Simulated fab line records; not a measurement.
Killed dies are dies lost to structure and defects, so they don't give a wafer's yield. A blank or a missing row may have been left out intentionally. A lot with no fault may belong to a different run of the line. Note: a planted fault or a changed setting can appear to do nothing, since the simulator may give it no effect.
Split-lot experiment -- flow n5 finfet -- 21 wafers read across 7 lots, on a route 1938 steps long

THE SPLIT ITSELF
At N5_BEOL_M2_ILD_DEP_00 (deposits SiOC from DEMS/O2, target thk 79 nm, time 15.3 s), the setting time s was moved away from the recipe's 15.3 s on 8 of the 21 wafers read, by -14.3% to +14.6%. The other wafers ran this setting at the recipe's value.

No step appears in the file between the split and the reading.

THE READING
M2_ILD_THK (nm), taken at N5_BEOL_M2_THK_MEAS_01. Fault-free wafers of this fab line usually give 78.6 nm, standard deviation 1 nm.

wafer,"tool, chamber at the split","time s as run, s",against the recipe,"M2_ILD_THK, nm",against lot-mates on the recipe
L074.1,"pecvd-01, 1",15.3,recipe,78.7,-
L074.2,"pecvd-01, 0",16.44,+7.5%,84.9,+6.2
L074.3,"pecvd-01, 2",16.44,+7.5%,85.0,+6.3
L077.3,"pecvd-03, 0",15.3,recipe,78.0,-
L077.4,"pecvd-03, 0",13.11,-14.3%,68.4,-9.6
L077.5,"pecvd-03, 1",13.11,-14.3%,69.1,-8.9
L078.2,"pecvd-01, 2",15.3,recipe,77.3,-
L078.4,"pecvd-01, 2,0",15.3,recipe,78.4,-
L078.5,"pecvd-01, 2,0",15.3,recipe,78.5,-
L081.3,"pecvd-04, 2",15.3,recipe,78.2,-
L081.4,"pecvd-04, 0",15.3,recipe,79.0,-
L081.5,"pecvd-04, 1",14.56,-4.8%,74.6,-4.0
L084.1,"pecvd-03, 2",15.3,recipe,79.5,-
L084.4,"pecvd-03, 2",15.3,recipe,81.2,-
L084.5,"pecvd-03, 0",15.3,recipe,81.3,-
L087.1,"pecvd-01, 0",15.3,recipe,77.4,-
L087.3,"pecvd-01, 0",13.79,-9.9%,71.0,-6.4
L087.4,"pecvd-01, 1",13.79,-9.9%,69.5,-7.9
L094.3,"pecvd-01, 0",15.3,recipe,78.0,-
L094.4,"pecvd-01, 2",17.54,+14.6%,90.5,+12.4
L094.6,"pecvd-01, 1",15.3,recipe,78.2,-
If several chambers appear in one row, that row covers several wafers at once and the file leaves open which wafer was in which chamber.

FIT RESULTS
A straight line over all 21 wafers: M2_ILD_THK changes by +0.776 nm for each +1% of time s; r = +0.98; the points scatter about the line by 1.1 nm.
The same after taking each lot's own level away (the mean of its wafers on the recipe; 21 wafers): +0.741 nm for each +1%; r = +0.99; scatter 0.74 nm.
That fit puts the effect of the largest move of time s on the reading at 11 nm.
Measured against the standard deviation above, the lots' own levels, which go from 77.40 to 80.67 nm, span 3.3 times it.
Hence the lot-to-lot level has little effect on the slope; both slopes agree.
Check: +10.5 nm against its lot-mates is what the line predicts for one of the wafers moved furthest among these (+14.6%) when that wafer is left out of the fit. Against them it came out at +12.4 nm.

THE OTHER SPLITS THESE WAFERS WENT THROUGH
These wafers also went through other splits before the reading. Each is held against what the fit with the lots' levels taken away leaves over:
other split on the same wafers,wafers away from the commonest value,r with M2_ILD_THK (lot level and that fit taken away)
N5_MOL_CONTACT_COAG_COAT_64 spin rpm,7,-0.45
N5_BEOL_M0_SAQP_EXPOSE_11 dose mj,6,-0.16
N5_BEOL_M0_SAQP_DESCUM_19 time s,5,+0.01
N5_BEOL_M0_SAQP_SPACER1_ALD_98 ald cycles,6,-0.14
N5_BEOL_M1_ETCH_64 source w,5,-0.31
N5_BEOL_M1_DESCUM_33 time s,5,-0.19

THE WHOLE CHAIN: every reading that the file lists as answering this split, in the file's order
step,what it does,reading,change (the file's fit),r (the file's)
N5_BEOL_M2_ILD_DEP_00,"deposits SiOC from DEMS/O2, target thk 79 nm, time 15.3 s","SiOC_of_BEOL_M2_ILD_DEP_00.thk nm (the simulator's own value, which no gauge read)",+0.752 nm for each +1% of the setting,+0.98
N5_BEOL_M2_THK_MEAS_01,,M2_ILD_THK,+0.756 for each +1% of the setting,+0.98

FILE'S OWN FIT
M2_ILD_THK changes by +0.756 nm for each +1% of time s, r = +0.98.
